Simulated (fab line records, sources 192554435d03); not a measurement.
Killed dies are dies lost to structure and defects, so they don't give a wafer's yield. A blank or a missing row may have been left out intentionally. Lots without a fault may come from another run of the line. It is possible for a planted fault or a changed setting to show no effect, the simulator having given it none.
Matching of chambers	flow n5 finfet	3 sister chambers for N5_BEOL_M1_ILD_DEP_00 on pecvd-04
The step deposits SiOC from DEMS/O2, target thk 79 nm, time 15.3 s. 14 wafers are shown with their chamber, then 7 later ones without.

## WAFERS, EACH WITH ITS CHAMBER
wafer	chamber	showerhead plenum p Torr (Torr)	throttle valve pct (%)	heater power w (W)
L075.1	2	5.709	11.9	537
L075.3	1	5.683	11.5	669
L075.6	0	5.711	11.1	639
L078.1	2	5.700	11.8	607
L078.4	2	5.703	11.8	581
L078.5	2	5.700	12.1	592
L085.2	1	5.685	11.2	662
L085.4	2	5.708	12.0	601
L085.6	1	5.682	11.6	654
L086.1	1	5.682	11.5	582
L086.2	2	5.700	11.7	515
L086.3	0	5.717	11.1	616
L087.1	1	5.681	11.8	717
L087.2	0	5.705	11.0	574

SIGNATURES (means of the wafers above)
reading	chamber 0	chamber 1	chamber 2	scatter within a chamber
showerhead plenum p Torr	5.71100	5.68260	5.70333	0.00391
throttle valve pct	11.067	11.520	11.883	0.166
heater power w	609.67	656.80	572.17	41.1
Rule: for a wafer and a chamber, the distance is found by dividing, reading by reading, the gap between the wafer's reading and the chamber's mean by the reading's scatter, squaring, summing and taking the root. The wafer belongs to the nearest chamber; if the next one is less than 2 further off, it can't be placed. The scatter: take each reading less its chamber's mean, square it, sum over the shown wafers, divide by the number of wafers less the number of chambers, and take the root.

## WAFERS MISSING THEIR CHAMBER
wafer	showerhead plenum p Torr (Torr)	throttle valve pct (%)	heater power w (W)
L087.6	5.697	10.7	600
L089.2	5.709	11.0	588
L089.3	5.678	11.4	694
L089.5	5.723	11.1	603
L092.2	5.679	11.6	691
L092.3	5.707	10.9	567
L092.5	5.666	11.8	562

## CHAMBER TAKEN BY EACH
wafer	from the rows above	in truth
L087.6	0	0
L089.2	0	0
L089.3	1	1
L089.5	0	0
L092.2	1	1
L092.3	0	0
L092.5	1	1
7 of 7 placed correctly. Left unplaced by these rows: 0. Number placed wrongly: 0.
